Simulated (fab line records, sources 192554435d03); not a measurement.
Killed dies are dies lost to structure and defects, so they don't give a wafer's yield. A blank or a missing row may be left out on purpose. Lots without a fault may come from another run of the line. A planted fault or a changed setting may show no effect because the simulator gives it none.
Which tool did it? | flow n5_finfet | 12 lots, 36 wafers sampled, at 2 steps of a route of 1938

WHAT THE GAUGES READ, wafer by wafer
N5_BEOL_M13_CD_MEAS_28: target cd 209.5 nm.
lot  | measured     | on        | cd_nm (nm)
L075 | day 10 20:45 | cd_sem-03 | 210.3 208.4 209.4
L077 | day 11 17:43 | cd_sem-01 | 210.7 209.5 210.8
L079 | day 12 08:05 | cd_sem-01 | 208.6 207.7 208.3
L081 | day 12 22:32 | cd_sem-01 | 210.0 210.7 209.3
L083 | day 13 08:49 | cd_sem-03 | 210.2 209.1 210.1
L084 | day 13 14:13 | cd_sem-01 | 209.1 209.4 209.8
L087 | day 14 04:07 | cd_sem-03 | 209.0 208.9 209.9
L089 | day 14 13:22 | cd_sem-02 | 210.3 210.5 210.5
L092 | day 15 02:37 | cd_sem-03 | 209.9 209.6 209.5
L094 | day 16 01:36 | cd_sem-03 | 208.9 210.7 210.0
L097 | day 16 08:26 | cd_sem-02 | 208.6 208.5 208.5
L093 | day 16 09:46 | cd_sem-03 | 207.1 209.8 208.8

WHICH TOOL RAN EACH LOT (tool, then ch and the chambers of the sampled wafers, then the start)
lot  | N5_BEOL_M13_DESCUM_15
L075 | rie_diel-03 ch 2,3, day 10 19:46
L077 | rie_diel-03 ch 1,3, day 11 16:51
L079 | rie_diel-03 ch 0,1, day 12 07:14
L081 | rie_diel-01 ch 1,2, day 12 21:40
L083 | rie_diel-01 ch 0,1,2, day 13 07:56
L084 | rie_diel-01 ch 1,2,3, day 13 13:21
L087 | rie_diel-05 ch 0,3, day 14 03:15
L089 | rie_diel-05 ch 2,3, day 14 12:31
L092 | rie_diel-03 ch 1,2,3, day 15 01:38
L094 | rie_diel-05 ch 1,2, day 16 00:37
L097 | rie_diel-03 ch 0,2, day 16 07:26
L093 | rie_diel-01 ch 0,3, day 16 08:54
- N5_BEOL_M13_DESCUM_15: chemistry O2, time 7.9 s.

THE ANSWER, worked out from the rows above alone
Rule: what is usual is taken from the lots themselves. Put in order of their means at a reading, lots are off if they are a third of the lots or fewer, leave a main group of 4 or more, and stand apart from it by a gap of 3 or more times the standard deviation of the main group's means; of several such gaps the widest counts. A main group whose means are all the same, to the digits that the tables above print for the reading, isn't used. A lot without any number at a reading at which 4 lots or more have one is off too. The other lots that the step has rows for count as sound.
No lot is off at any reading shown: from this, nothing can be told.

WHAT THE SIMULATOR HAD PUT IN
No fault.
